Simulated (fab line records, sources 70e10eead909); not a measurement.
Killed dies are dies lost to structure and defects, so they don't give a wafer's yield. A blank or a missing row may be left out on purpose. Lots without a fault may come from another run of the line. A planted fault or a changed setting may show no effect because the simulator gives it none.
fab line records | flow nand_harc
record lots=24 wafers=72 last_day=25
route steps=1159 shown P_ZERO_WELL@17 P_GATE@124 P_M0@283 P_M2@341 P_BONDPAD@352
lots that met no fault: from a run of the same line without faults
start_h: hours from the record's first day to the start of the lot's first wafer shown | wait_h: hours since the lot's step before | " the same as in the row above | L1.1+2: a row that stands for several wafers | - no value, or no start given | * or withheld: withheld | < > ~ a bound
route shown NAME@n: a module of which the file shows steps, and the number in the route of the first | usual: mean/standard deviation of fault-free wafers | same: alike in all rows | chamber/n: place in a boat | sites: the reading at each site | _std_site: their standard deviation | _edge_site: outer sites' mean less inner sites' | radius_mm: how far each site lies from the wafer's centre | mask NAME#n: copy n | behind: the tool/chamber that last shaped the wafer | hold: why the lot was held/for how many hours/how that ended | device: the transistor (n, p or np) that didn't switch | end of line: the same wafers' tests at the end of the route | a step without rows: its recipe alone | killed: dies lost to structure and defects at the first sort, not the wafer's yield | map: a wafer's dies, x killed, . not, _ none there
set.NAME: the setting as run; set.NAME@STEP: as run at that earlier step | model.NAME: the simulator's own value behind a step, which no gauge read
steps of the route over a sample of lots; a table a step, a row a wafer
services: from which hour (start_h, from the record's first day; less than 0 if before it) a tool's chamber was out of use, for how many hours, and why
## steps
# step NHARC_P_ZERO_WELL_ETCH_65
# recipe target_depth_a=800 overetch_a=240 time_s=87.88 ion_energy_ev=200 n2_flow_sccm=150 h2_flow_sccm=150 ar_flow_sccm=0 rf_w=400 bias_w=150 chemistry=N2/H2
# usual chamber_pressure_mTorr=29.999/0.025 drypump_motor_current_A=5.83/0.29 n2_flow_sccm=150.0/0.41 oes_product_au=1.003/0.012 rf_vpp_V=430.7/2.8 showerhead_plenum_p_Torr=2.05/0.099 throttle_valve_pct=14.171/0.0082
# columns lot.wafer tool chamber start_h wait_h chamber_pressure_mTorr drypump_motor_current_A n2_flow_sccm oes_product_au rf_hours_counter_h rf_vpp_V showerhead_plenum_p_Torr throttle_valve_pct
L074.2 rie_diel-01 0 13.51 0.1 30.011 6.07 150.4 0.999 3 432.4 2.14 14.172
L074.1 " 1 " " 30.036 5.40 149.6 0.997 3 431.7 2.09 14.171
L074.6 " 1 " " 30.000 5.41 149.6 1.001 - 432.3 2.09 14.165
L075.2 rie_diel-07 0 19.44 0.1 29.971 5.62 150.2 0.986 10 430.9 2.04 14.151
L075.4 " 0 " " 29.975 5.64 150.2 0.994 - 430.9 2.04 14.171
L075.5 " 1 " " 29.970 6.01 149.8 1.018 - 428.5 1.96 14.168
L076.3 rie_diel-09 2 25.49 0.1 29.984 5.73 149.9 0.995 8 429.9 1.98 14.174
L076.1 " 3 " " 29.982 5.30 149.9 1.004 8 434.0 2.20 14.157
L076.6 " 3 " " 29.999 5.30 150.3 1.002 - 434.9 2.20 14.171
L077.2 rie_diel-07 0 31.49 0.1 30.019 5.63 151.0 0.994 10 430.7 2.04 14.173
L077.4 " 3 " " 29.976 6.28 149.8 1.027 11 426.6 1.90 14.183
L077.6 " 0 " " 29.997 5.62 151.1 0.996 - 430.6 2.04 14.172
L078.2 rie_diel-07 3 37.47 0.1 30.020 6.29 150.0 1.005 12 426.9 1.90 14.172
L078.1 " 0 " " 30.016 5.65 149.9 0.986 11 430.6 2.04 14.176
L078.4 " 1 " " 29.986 5.99 150.0 1.016 11 428.5 1.96 14.165
L079.3 rie_diel-09 2 43.42 0.1 30.003 5.69 149.7 0.997 9 429.3 1.98 14.170
L079.1 " 3 " " 30.016 5.31 149.8 1.009 9 435.3 2.20 14.157
L079.6 " 2 " " 30.016 5.74 150.0 0.994 - 430.4 1.98 14.180
L080.1 rie_diel-01 3 49.44 0.1 30.012 5.87 150.0 0.989 6 429.7 2.04 14.181
L080.5 " 0 " " 29.993 6.10 150.7 1.006 - 433.9 2.14 14.177
L080.6 " 1 " " 29.988 5.37 149.9 1.003 - 431.6 2.09 14.168
L081.4 rie_diel-01 3 55.50 0.1 29.977 5.85 149.5 0.986 6 430.5 2.04 14.169
L081.2 " 0 " " 29.966 6.10 150.1 1.011 6 433.0 2.14 14.181
L081.5 " 1 " " 29.968 5.40 150.7 1.004 - 431.9 2.09 14.164
L082.1 rie_diel-07 3 61.48 0.1 30.045 6.28 149.7 1.009 0 426.3 1.90 14.157
L082.3 " 0 " " 29.999 5.65 150.6 1.003 0 429.8 2.04 14.187
L082.4 " 1 " " 30.014 5.97 149.2 1.013 0 428.6 1.96 14.178
L083.2 rie_diel-09 3 67.70 0.1 30.006 5.32 149.9 1.008 10 434.1 2.20 14.173
L083.4 " 0 " " 30.045 5.82 150.2 1.028 11 434.6 2.21 14.174
L083.3 " 2 " " 29.972 5.74 150.7 0.999 10 428.6 1.98 14.161
L084.1 rie_diel-07 0 73.39 0.1 30.021 5.65 149.8 1.004 1 432.2 2.04 14.181
L084.2 " 3 " " 30.040 6.29 150.2 1.012 1 425.8 1.90 14.159
L084.6 " 1 " " 29.980 6.04 150.0 1.009 - 427.9 1.96 14.165
L085.1 rie_diel-07 1 79.51 0.1 29.944 5.95 149.7 1.007 2 428.7 1.96 14.168
L085.5 " 1 " " 30.018 5.93 150.4 1.003 - 428.7 1.96 14.158
L085.6 " 3 " " 29.987 6.29 150.1 1.002 - 426.8 1.90 14.172
L086.2 rie_diel-01 3 85.48 0.1 30.002 5.81 149.9 0.993 9 430.5 2.04 14.166
L086.4 " 1 " " 29.958 5.40 149.9 0.998 7 432.4 2.09 14.176
L086.1 " 2 " " 30.033 6.03 149.9 0.972 7 434.8 2.17 14.177
L087.3 rie_diel-09 1 91.48 0.1 29.954 5.62 150.0 1.019 0 430.0 1.96 14.169
L087.4 " 2 " " 29.984 5.73 149.9 0.992 0 427.6 1.98 14.178
L087.2 " 0 " " 29.942 5.83 150.3 1.024 0 434.9 2.20 14.167
L088.1 rie_diel-07 3 97.48 0.1 29.965 6.28 150.0 1.006 3 427.1 1.90 14.163
L088.4 " 0 " " 30.016 5.63 149.4 1.005 2 430.9 2.04 14.156
L088.3 " 2 " " 30.034 6.05 151.0 0.998 3 431.4 2.06 14.160
L089.2 rie_diel-07 0 103.39 0.1 30.008 5.61 150.6 1.017 3 429.9 2.04 14.178
L089.6 " 2 " " 30.014 6.08 149.8 0.995 - 431.5 2.06 14.160
L089.4 " 0 " " 29.985 5.63 149.8 1.004 - 431.2 2.04 14.176
L090.1 rie_diel-09 1 109.37 0.1 30.001 5.65 150.2 1.020 3 428.4 1.96 14.183
L090.4 " 3 " " 30.005 5.34 149.5 1.001 2 435.4 2.20 14.163
L090.2 " 0 " " 30.032 5.83 149.7 1.023 2 436.6 2.20 14.174
L091.1 rie_diel-07 3 115.41 0.1 30.011 6.33 150.3 1.017 3 425.6 1.90 14.179
L091.3 " 3 " " 30.001 6.28 150.6 1.003 - 427.8 1.90 14.180
L091.5 " 3 " " 29.916 6.29 150.5 1.010 - 427.7 1.90 14.162
L092.4 rie_diel-09 2 121.67 0.1 30.011 5.72 149.5 0.997 3 430.0 1.98 14.156
L092.2 " 3 " " 30.014 5.31 150.4 1.004 2 434.0 2.20 14.174
L092.5 " 1 " " 30.022 5.62 150.0 1.017 - 429.6 1.96 14.160
L093.2 rie_diel-07 0 127.50 0.1 30.020 5.63 150.5 1.009 5 429.9 2.04 14.179
L093.3 " 2 " " 29.985 6.02 149.3 0.993 6 431.5 2.06 14.174
L093.5 " 0 " " 30.009 5.63 150.1 0.999 - 430.3 2.04 14.172
L094.1 rie_diel-01 3 133.38 0.1 29.978 5.82 149.5 1.006 12 429.4 2.04 14.187
L094.3 " 0 " " 29.990 6.10 149.0 1.000 11 433.0 2.14 14.185
L094.5 " 3 " " 30.003 5.86 149.8 0.994 - 430.0 2.04 14.174
L095.1 rie_diel-09 3 139.35 0.1 30.020 5.31 150.2 0.999 3 434.8 2.20 14.177
L095.4 " 2 " " 30.000 5.70 150.7 0.989 4 431.4 1.98 14.175
L095.6 " 3 " " 30.047 5.32 150.5 0.992 - 435.0 2.20 14.177
L096.1 rie_diel-09 3 145.35 0.1 29.990 5.31 150.1 0.997 4 435.0 2.20 14.171
L096.5 " 3 " " 29.964 5.31 150.6 1.003 - 437.2 2.20 14.168
L096.6 " 0 " " 30.005 5.81 149.9 1.028 - 433.8 2.20 14.172
L097.2 rie_diel-07 3 151.37 0.1 30.032 6.29 149.3 1.015 7 426.6 1.90 14.174
L097.4 " 0 " " 30.027 5.62 150.2 0.997 7 429.3 2.04 14.166
L097.5 " 2 " " 30.011 6.06 149.9 1.001 - 429.9 2.06 14.161
# step NHARC_P_GATE_DESCUM_13
# recipe time_s=3 o2_flow_sccm=200 ar_flow_sccm=0 bias_power_w=0 chemistry=O2
# usual chamber_pressure_mTorr=60.01/0.053 drypump_motor_current_A=5.8/0.31 oes_product_au=0.996/0.012 rf_vpp_V=57.7/0.81 showerhead_plenum_p_Torr=1.89/0.095 throttle_valve_pct=11.311/0.0096
# columns lot.wafer tool chamber start_h wait_h chamber_pressure_mTorr drypump_motor_current_A oes_product_au rf_hours_counter_h rf_vpp_V showerhead_plenum_p_Torr throttle_valve_pct
L075.4 rie_diel-06 0 77.85 - 59.98 5.4 0.996 1 58.2 1.84 11.295
L075.2 " 2 " " 60.03 5.6 0.983 2 58.2 2.03 11.314
L075.5 " 1 " " 59.95 5.8 1.014 - 57.8 1.93 11.320
L074.1 rie_diel-06 3 78.01 - 60.10 6.0 1.013 2 58.2 1.79 11.328
L074.2 " 2 " " 60.04 5.6 0.982 2 57.3 2.03 11.320
L074.6 " 3 " " 59.98 6.0 1.009 - 56.7 1.79 11.310
L076.1 rie_diel-13 3 91.07 - 59.93 6.1 1.006 53 58.0 1.80 11.326
L076.3 " 1 " " 60.05 5.8 0.979 62 58.5 1.84 11.318
L076.6 " 2 " " 60.02 5.2 1.001 - 57.2 1.76 11.302
L077.2 rie_diel-06 0 91.22 - 60.10 5.4 0.978 4 57.5 1.84 11.311
L077.4 " 2 " " 59.97 5.6 0.980 5 57.6 2.03 11.314
L077.6 " 0 " " 60.01 5.4 0.984 - 57.7 1.84 11.303
L078.2 rie_diel-06 1 98.07 - 60.06 5.8 1.008 5 57.7 1.92 11.314
L078.4 " 2 " " 60.07 5.6 0.983 6 58.1 2.03 11.313
L078.1 " 0 " " 60.00 5.4 0.973 4 57.4 1.84 11.322
L079.3 rie_diel-06 2 105.84 - 60.05 5.6 0.977 8 58.6 2.03 11.314
L079.1 " 0 " " 60.10 5.4 0.977 6 56.8 1.84 11.332
L079.6 " 2 " " 60.02 5.6 0.989 - 57.9 2.03 11.321
L081.2 rie_diel-06 3 114.19 - 59.96 6.1 1.015 10 57.2 1.78 11.312
L081.4 " 2 " " 60.03 5.6 0.988 11 56.6 2.03 11.308
L081.5 " 3 " " 59.99 6.1 1.004 - 56.4 1.78 11.300
L080.1 rie_diel-13 1 114.35 - 59.97 5.8 0.989 2 58.0 1.84 11.315
L080.5 " 1 " " 60.03 5.8 0.995 - 57.8 1.84 11.310
L080.6 " 2 " " 59.95 5.2 1.002 - 59.4 2.08 11.296
L082.4 rie_diel-06 2 120.12 - 59.99 5.6 0.990 11 56.4 2.03 11.324
L082.1 " 3 " " 59.97 6.0 1.020 11 57.8 1.78 11.293
L082.3 " 1 " " 59.95 5.8 1.007 11 56.9 1.92 11.313
L084.1 rie_diel-06 0 129.20 - 59.98 5.4 0.994 12 58.5 1.84 11.303
L084.2 " 2 " " 60.06 5.6 1.004 13 58.0 2.03 11.310
L084.6 " 0 " " 59.96 5.4 0.995 - 56.1 1.84 11.316
L083.2 rie_diel-06 2 129.34 - 59.98 5.6 0.989 13 56.6 2.03 11.316
L083.4 " 3 " " 59.97 6.0 1.006 12 56.8 1.78 11.318
L083.3 " 1 " " 60.05 5.9 1.009 13 57.0 1.92 11.322
L085.1 rie_diel-13 1 137.19 - 59.89 5.8 0.995 12 57.3 1.84 11.322
L085.5 " 0 " " 60.00 5.9 0.975 - 57.3 1.92 11.300
L085.6 " 1 " " 60.00 5.8 0.988 - 57.8 1.84 11.296
L086.1 rie_diel-03 1 153.20 - 59.99 6.4 0.976 38 57.2 1.87 11.322
L086.4 " 3 " " 59.86 6.2 0.980 32 57.2 2.00 11.314
L086.2 " 0 " " 60.00 6.1 0.992 39 56.8 1.86 11.319
L087.2 rie_diel-06 1 153.34 - 59.98 5.8 1.010 16 58.2 1.92 11.320
L087.3 " 2 " " 59.98 5.6 0.987 17 58.5 2.02 11.324
L087.4 " 3 " " 60.08 6.0 1.009 16 56.4 1.78 11.307
L089.4 rie_diel-03 3 160.11 - 60.01 6.2 0.992 35 57.5 2.00 11.314
L089.2 " 0 " " 59.98 6.1 0.984 43 56.9 1.86 11.301
L089.6 " 2 " " 60.01 5.9 1.013 - 57.9 1.79 11.313
L088.1 rie_diel-06 2 160.13 - 60.00 5.6 0.993 17 57.9 2.02 11.311
L088.4 " 0 " " 59.98 5.4 0.980 16 58.0 1.84 11.303
L088.3 " 1 " " 60.01 5.8 1.007 17 59.1 1.92 11.319
L090.2 rie_diel-13 2 170.27 - 59.97 5.2 1.005 23 58.2 2.07 11.299
L090.1 " 0 " " 60.06 5.9 0.986 22 58.9 1.92 11.321
L090.4 " 1 " " 60.03 5.8 0.985 23 58.3 1.84 11.312
L092.4 rie_diel-06 1 178.05 - 59.95 5.8 0.994 21 57.5 1.92 11.316
L092.2 " 0 " " 60.03 5.4 0.986 21 56.9 1.83 11.322
L092.5 " 2 " " 59.95 5.6 0.988 - 58.2 2.02 11.323
L091.1 rie_diel-06 2 178.22 - 59.99 5.6 0.991 21 57.5 2.02 11.309
L091.3 " 0 " " 59.96 5.4 0.986 21 58.6 1.83 11.309
L091.5 " 2 " " 60.00 5.6 0.995 - 58.5 2.02 11.302
L094.1 rie_diel-03 2 195.47 - 59.96 5.9 1.013 54 56.7 1.79 11.315
L094.3 " 1 " " 60.05 6.4 0.990 53 57.1 1.86 11.321
L094.5 " 2 " " 59.97 5.9 1.015 - 57.8 1.79 11.321
L093.2 rie_diel-03 2 195.64 - 60.12 5.9 1.000 54 57.7 1.79 11.322
L093.3 " 3 " " 60.06 6.2 0.992 48 58.1 2.00 11.308
L093.5 " 2 " " 60.00 5.9 1.008 - 56.8 1.79 11.307
L096.1 rie_diel-03 1 205.61 - 59.91 6.4 0.990 54 58.3 1.86 11.299
L096.5 " 2 " " 59.99 5.9 1.000 - 56.3 1.79 11.300
L096.6 " 3 " " 59.98 6.1 0.994 - 58.7 2.00 11.318
L095.1 rie_diel-13 2 205.73 - 59.96 5.2 0.993 32 59.4 2.07 11.306
L095.4 " 1 " " 60.03 5.8 1.001 33 58.6 1.83 11.294
L095.6 " 2 " " 60.00 5.2 1.000 - 59.2 2.07 11.295
L097.2 rie_diel-03 3 211.12 - 60.07 6.2 0.987 51 58.9 2.00 11.313
L097.4 " 0 " " 60.09 6.1 0.997 57 58.0 1.85 11.309
L097.5 " 3 " " 60.04 6.2 0.988 - 57.1 2.00 11.315
# step NHARC_P_GATE_STRIP_112
# recipe power_w=1500 temp_c=110 time_s=200 chemistry=N2/H2
# usual drypump_motor_current_A=5.6/0.4 heater_power_w=90/11 rf_refl_power_W=23/3.1 temp_c=110.01/0.13
# columns lot.wafer tool chamber start_h wait_h drypump_motor_current_A heater_power_w rf_hours_counter_h rf_refl_power_W temp_c
L074.2 plasma_asher-02 0 105.85 0.2 5.8 104 30 22 109.79
L074.1 " 1 " " 5.0 77 30 27 109.87
L074.6 " 0 " " 5.7 105 - 22 109.76
L075.2 plasma_asher-02 0 106.60 0.3 5.7 106 31 22 109.90
L075.4 " 1 " " 5.0 76 - 27 109.87
L075.5 " 1 " " 5.1 80 - 27 109.91
L077.2 plasma_asher-01 1 119.24 0.2 6.2 92 2 23 109.83
L077.4 " 0 " " 5.6 85 - 19 110.18
L077.6 " 0 " " 5.6 84 - 18 110.12
L076.1 plasma_asher-01 1 126.66 0.2 6.2 93 5 24 109.98
L076.3 " 1 " " 6.2 94 - 24 110.13
L076.6 " 1 " " 6.2 90 - 24 109.98
L078.2 plasma_asher-02 0 126.84 0.2 5.7 105 37 21 110.38
L078.1 " 1 " " 5.1 77 37 27 109.85
L078.4 " 1 " " 5.1 78 - 27 110.00
L079.1 plasma_asher-02 1 140.22 0.2 5.1 75 41 27 110.02
L079.3 " 0 " " 5.7 104 - 22 110.06
L079.6 " 1 " " 5.1 78 - 27 110.23
L080.1 plasma_asher-01 0 144.92 0.2 5.6 84 9 19 110.05
L080.6 " 1 " " 6.2 91 - 24 109.94
L080.5 " 0 " " 5.5 83 - 18 109.90
L081.2 plasma_asher-02 0 145.16 0.2 5.7 104 45 22 110.22
L081.4 " 1 " " 5.0 80 - 27 109.85
L081.5 " 0 " " 5.7 107 - 22 110.02
L082.1 plasma_asher-02 0 151.41 0.2 5.8 103 48 21 110.00
L082.4 " 0 " " 5.7 106 - 22 109.96
L082.3 " 1 " " 5.1 79 - 27 109.95
L084.2 plasma_asher-02 1 163.11 0.2 5.1 76 50 27 109.93
L084.1 " 0 " " 5.7 106 50 22 109.89
L084.6 " 0 " " 5.7 105 - 22 109.90
L083.2 plasma_asher-01 0 165.54 0.3 5.5 83 17 18 110.15
L083.4 " 1 " " 6.2 93 - 24 110.07
L083.3 " 0 " " 5.6 87 - 18 110.05
L085.1 plasma_asher-02 1 168.83 0.2 5.0 76 55 27 109.86
L085.6 " 0 " " 5.7 109 - 21 110.07
L085.5 " 1 " " 5.1 77 - 27 109.85
L086.1 plasma_asher-02 0 180.71 0.2 5.7 106 58 21 110.10
L086.2 " 1 " " 5.0 78 58 28 110.05
L086.4 " 0 " " 5.7 105 - 22 109.99
L087.2 plasma_asher-01 0 181.39 0.2 5.5 81 23 18 109.86
L087.4 " 0 " " 5.6 87 - 18 109.92
L087.3 " 1 " " 6.2 91 - 23 109.87
L088.1 plasma_asher-01 0 190.53 0.3 5.6 84 26 18 110.07
L088.4 " 1 " " 6.2 94 - 24 110.25
L088.3 " 0 " " 5.6 86 - 18 110.23
L089.2 plasma_asher-01 1 190.85 0.2 6.2 92 26 24 110.23
L089.4 " 1 " " 6.2 90 - 24 110.09
L089.6 " 0 " " 5.6 87 - 19 110.05
L090.1 plasma_asher-02 0 200.77 0.2 5.7 104 2 21 110.04
L090.2 " 1 " " 5.1 75 2 27 109.97
L090.4 " 1 " " 5.1 75 - 26 110.14
L091.1 plasma_asher-01 0 206.36 0.2 5.6 86 30 18 109.96
L091.3 " 1 " " 6.2 89 - 23 110.14
L091.5 " 1 " " 6.2 94 - 23 110.03
L092.2 plasma_asher-02 1 206.65 0.2 5.1 76 4 26 109.96
L092.4 " 1 " " 5.1 76 - 27 110.13
L092.5 " 0 " " 5.7 104 - 21 109.97
L094.1 plasma_asher-02 0 224.73 0.2 5.7 103 10 21 109.81
L094.3 " 0 " " 5.7 105 - 21 109.84
L094.5 " 0 " " 5.7 105 - 22 109.94
L093.2 plasma_asher-01 1 225.07 0.2 6.1 93 37 24 109.78
L093.3 " 1 " " 6.2 92 - 24 109.73
L093.5 " 1 " " 6.2 91 - 24 109.93
L096.1 plasma_asher-01 1 234.12 0.3 6.2 95 41 24 110.13
L096.6 " 0 " " 5.6 85 - 19 109.83
L096.5 " 1 " " 6.2 92 - 23 110.07
L095.1 plasma_asher-01 1 234.45 0.3 6.2 91 41 23 110.23
L095.4 " 1 " " 6.2 94 - 23 110.00
L095.6 " 0 " " 5.6 85 - 19 109.98
L097.2 plasma_asher-02 1 245.87 0.2 5.0 74 17 27 109.82
L097.4 " 1 " " 5.1 79 - 26 109.91
L097.5 " 0 " " 5.7 102 - 22 109.97
# step NHARC_P_M0_PRE_CLEAN_31
# recipe time_s=12 temp_c=370 rf_power_w=300 gas=NH3
# usual heater_power_w=626/86
# columns lot.wafer tool chamber start_h wait_h heater_power_w
L074.1 pecvd-02 2 118.86 0.1 563
L074.2 " 1 " " 594
L074.6 " 0 " " 513
L075.2 pecvd-01 1 123.69 0.1 676
L075.4 " 2 " " 634
L075.5 " 1 " " 658
L077.2 pecvd-04 1 136.53 0.1 611
L077.4 " 2 " " 612
L077.6 " 1 " " 624
L076.3 pecvd-04 1 139.31 0.1 634
L076.1 " 0 " " 472
L076.6 " 2 " " 622
L078.1 pecvd-01 1 140.27 0.1 737
L078.2 " 0 " " 769
L078.4 " 1 " " 750
L079.3 pecvd-01 0 153.57 0.2 736
L079.1 " 1 " " 734
L079.6 " 1 " " 754
L080.1 pecvd-01 1 157.95 0.1 691
L080.5 " 0 " " 707
L080.6 " 2 " " 563
L081.2 pecvd-01 0 158.60 0.3 699
L081.4 " 0 " " 720
L081.5 " 1 " " 793
L082.3 pecvd-01 1 171.15 0.1 724
L082.1 " 2 " " 590
L082.4 " 2 " " 611
L084.2 pecvd-04 1 176.48 0.1 637
L084.1 " 0 " " 455
L084.6 " 1 " " 612
L083.2 pecvd-01 1 179.03 0.1 753
L083.3 " 0 " " 680
L083.4 " 0 " " 684
L085.1 pecvd-02 2 181.70 0.1 528
L085.5 " 0 " " 630
L085.6 " 1 " " 632
L086.1 pecvd-02 1 197.51 0.1 644
L086.2 " 2 " " 515
L086.4 " 2 " " 522
L087.2 pecvd-01 2 198.09 0.1 564
L087.3 " 0 " " 636
L087.4 " 0 " " 649
L088.3 pecvd-01 1 209.73 0.1 728
L088.1 " 2 " " 641
L088.4 " 1 " " 712
L089.2 pecvd-04 2 210.04 0.1 648
L089.4 " 1 " " 668
L089.6 " 0 " " 486
L090.1 pecvd-01 2 213.92 0.1 580
L090.2 " 0 " " 717
L090.4 " 0 " " 725
L091.1 pecvd-01 0 220.60 0.1 699
L091.3 " 1 " " 741
L091.5 " 0 " " 692
L092.2 pecvd-04 0 221.23 0.1 483
L092.4 " 0 " " 477
L092.5 " 2 " " 530
L094.3 pecvd-04 2 243.14 0.4 553
L094.1 " 1 " " 617
L094.5 " 0 " " 475
L093.3 pecvd-02 0 243.28 0.1 602
L093.2 " 2 " " 605
L093.5 " 1 " " 613
L096.1 pecvd-04 0 246.98 0.1 416
L096.5 " 0 " " 405
L096.6 " 1 " " 670
L095.1 pecvd-02 0 247.20 0.1 609
L095.6 " 1 " " 689
L095.4 " 2 " " 536
L097.2 pecvd-01 2 260.40 0.1 559
L097.5 " 2 " " 569
L097.4 " 1 " " 651
# step NHARC_P_M2_PVD_21
# recipe target_thk_a=300 chamber_pressure_pa=5 power_w=5000 substrate_temp_c=30 time_s=20.49 material=Cu
# usual cathode_dc_power_W=5000.1/0.94 throttle_valve_pct=30.4/1.1
# columns lot.wafer tool chamber start_h wait_h cathode_dc_power_W throttle_valve_pct
L074.2 pvd_sputter-02 - - - 5000.2 29.2
L074.1 " - " " 4998.8 31.3
L074.6 " - " " 5001.4 29.3
L075.4 pvd_sputter-02 - - - 5000.1 29.1
L075.2 " - " " 4999.7 31.5
L075.5 " - " " 4999.4 31.3
L077.2 pvd_sputter-03 - - - 5000.7 32.0
L077.4 " - " " 5000.4 29.9
L077.6 " - " " 5000.4 31.6
L076.1 pvd_sputter-02 - - - 5000.2 31.6
L076.3 " - " " 5000.9 31.2
L076.6 " - " " 5000.3 29.5
L078.4 pvd_sputter-03 - - - 4999.5 31.6
L078.2 " - " " 4999.3 30.4
L078.1 " - " " 4999.1 29.8
L079.1 pvd_sputter-02 - - - 5000.6 29.4
L079.3 " - " " 4998.8 27.6
L079.6 " - " " 5000.8 31.5
L080.1 pvd_sputter-03 - - - 4997.8 29.7
L080.6 " - " " 4999.7 29.9
L080.5 " - " " 5000.4 30.1
L081.2 pvd_sputter-03 - - - 5000.6 30.0
L081.4 " - " " 4999.3 30.7
L081.5 " - " " 4999.3 29.7
L082.3 pvd_sputter-02 - - - 4998.1 31.4
L082.1 " - " " 4999.6 28.2
L082.4 " - " " 5000.1 29.0
L084.1 pvd_sputter-03 - - - 5000.9 30.0
L084.2 " - " " 4998.6 30.4
L084.6 " - " " 5000.6 30.0
L083.3 pvd_sputter-02 - - - 5001.4 31.3
L083.4 " - " " 5000.6 31.0
L083.2 " - " " 5000.4 27.9
L085.1 pvd_sputter-03 - - - 5000.6 30.6
L085.5 " - " " 5001.0 30.5
L085.6 " - " " 5001.3 30.0
L086.1 pvd_sputter-03 - - - 5000.8 29.7
L086.2 " - " " 5000.0 30.3
L086.4 " - " " 4998.1 31.6
L087.4 pvd_sputter-03 - - - 5001.8 31.7
L087.2 " - " " 4999.9 30.6
L087.3 " - " " 5000.1 29.5
L088.4 pvd_sputter-03 - - - 4999.6 29.8
L088.1 " - " " 5001.2 30.2
L088.3 " - " " 5000.1 31.9
L089.2 pvd_sputter-03 - 217.27 - 4999.5 29.8
L089.4 " - " " 4999.4 31.7
L089.6 " - " " 4999.3 30.2
L090.1 pvd_sputter-01 - - - 4999.8 30.6
L090.2 " - " " 5001.3 31.2
L090.4 " - " " 5002.2 30.3
L091.1 pvd_sputter-03 - - - 5001.9 30.0
L091.3 " - " " 4999.8 30.3
L091.5 " - " " 4998.1 30.2
L092.2 pvd_sputter-02 - - - 5001.4 31.6
L092.4 " - " " 5000.3 30.6
L092.5 " - " " 4999.8 31.7
L094.1 pvd_sputter-03 - - - 5000.0 29.8
L094.3 " - " " 4999.2 30.1
L094.5 " - " " 5001.3 31.9
L093.2 pvd_sputter-02 - - - 5000.4 30.6
L093.3 " - " " 4998.2 28.2
L093.5 " - " " 5000.1 32.2
L096.1 pvd_sputter-03 - - - 4999.4 29.5
L096.5 " - " " 5000.8 30.2
L096.6 " - " " 4999.6 30.0
L095.4 pvd_sputter-02 - - - 4999.0 31.5
L095.1 " - " " 5000.2 28.0
L095.6 " - " " 5001.3 31.9
L097.4 pvd_sputter-03 - - - 4999.9 29.8
L097.2 " - " " 4999.9 32.0
L097.5 " - " " 5000.2 29.6
# step NHARC_P_BONDPAD_CMP_32
# recipe target_thk_nm=200 material=SiCN
# usual motor_current_A=11.9/0.85
# columns lot.wafer tool chamber start_h wait_h motor_current_A
L074.1 cmp-01 0 128.48 - 11.5
L074.2 " 1 " " 12.2
L074.6 " 3 " " 10.8
L075.2 cmp-01 1 132.82 - 12.3
L075.4 " 0 " " 11.6
L075.5 " 2 " " 11.4
L077.2 cmp-01 1 145.58 - 12.7
L077.4 " 2 " " 12.1
L077.6 " 3 " " 10.5
L076.1 cmp-02 1 148.50 - 11.2
L076.3 " 3 " " 12.2
L076.6 " 0 " " 12.4
L078.4 cmp-02 3 149.47 - 12.3
L078.1 " 1 " " 10.6
L078.2 " 2 " " 12.3
L079.1 cmp-02 3 163.23 - 12.8
L079.3 " 0 " " 13.2
L079.6 " 2 " " 12.7
L080.1 cmp-01 1 167.04 - 12.6
L080.5 " 3 " " 10.8
L080.6 " 0 " " 11.6
L081.2 cmp-01 1 167.78 - 12.1
L081.4 " 2 " " 12.2
L081.5 " 1 " " 12.1
L082.4 cmp-01 2 180.58 - 12.3
L082.3 " 3 " " 11.0
L082.1 " 0 " " 12.1
L084.2 cmp-02 0 185.76 - 12.6
L084.1 " 1 " " 10.8
L084.6 " 3 " " 13.4
L083.2 cmp-02 0 188.32 - 12.9
L083.3 " 1 " " 10.2
L083.4 " 3 " " 13.2
L085.1 cmp-01 0 191.01 - 11.2
L085.5 " 2 " " 12.6
L085.6 " 3 " " 11.2
L086.1 cmp-03 1 206.68 - 10.9
L086.2 " 2 " " 11.9
L086.4 " 3 " " 12.9
L087.3 cmp-02 0 207.57 - 12.8
L087.2 " 1 " " 11.3
L087.4 " 2 " " 12.6
L088.4 cmp-03 2 218.88 - 11.6
L088.1 " 3 " " 12.6
L088.3 " 0 " " 11.0
L089.4 cmp-03 2 219.66 - 12.0
L089.2 " 0 " " 10.5
L089.6 " 2 " " 12.0
L090.1 cmp-02 2 223.42 - 12.9
L090.2 " 3 " " 13.2
L090.4 " 0 " " 12.9
L091.3 cmp-01 3 229.76 - 10.9
L091.1 " 0 " " 11.3
L091.5 " 2 " " 11.7
L092.2 cmp-03 1 230.46 - 11.4
L092.4 " 0 " " 11.0
L092.5 " 1 " " 11.2
L094.1 cmp-02 2 252.58 - 13.0
L094.3 " 1 " " 10.6
L094.5 " 2 " " 12.4
L093.2 cmp-01 1 253.37 - 12.9
L093.3 " 2 " " 12.1
L093.5 " 0 " " 11.8
L096.1 cmp-01 3 256.26 - 10.8
L096.6 " 0 " " 12.2
L096.5 " 1 " " 13.0
L095.4 cmp-02 2 256.54 - 12.2
L095.1 " 3 " " 13.2
L095.6 " 1 " " 10.7
L097.2 cmp-03 1 269.72 - 11.0
L097.4 " 2 " " 10.8
L097.5 " 1 " " 11.3
## services
# columns tool chamber start_h hours kind
rie_diel-07 - -10.36 0.4 repair
plasma_asher-02 - 6.00 9.0 pm
rie_diel-07 2 15.70 7.7 repair
pecvd-01 1 21.35 12.5 repair
rie_diel-06 1 35.10 10.7 repair
rie_diel-06 0 38.96 7.2 repair
plasma_asher-01 - 42.69 4.7 repair
rie_diel-07 3 43.39 5.4 repair
rie_diel-07 - 51.20 9.0 pm
rie_diel-06 0 55.71 10.3 repair
pecvd-01 - 56.30 13.0 pm
rie_diel-06 - 64.20 9.0 pm
rie_diel-07 0 76.63 3.3 repair
plasma_asher-01 - 99.00 9.0 pm
rie_diel-07 3 100.00 7.4 repair
pvd_sputter-03 - 102.00 10.0 pm
rie_diel-07 1 109.51 13.7 repair
plasma_asher-02 - 183.08 9.0 pm
rie_diel-06 0 215.89 4.2 repair
rie_diel-06 3 216.89 5.0 repair
pecvd-01 - 237.32 13.0 pm
rie_diel-06 - 241.20 9.0 pm
pvd_sputter-03 - 245.48 3.0 repair
rie_diel-06 0 264.68 15.4 repair
## key
fault none
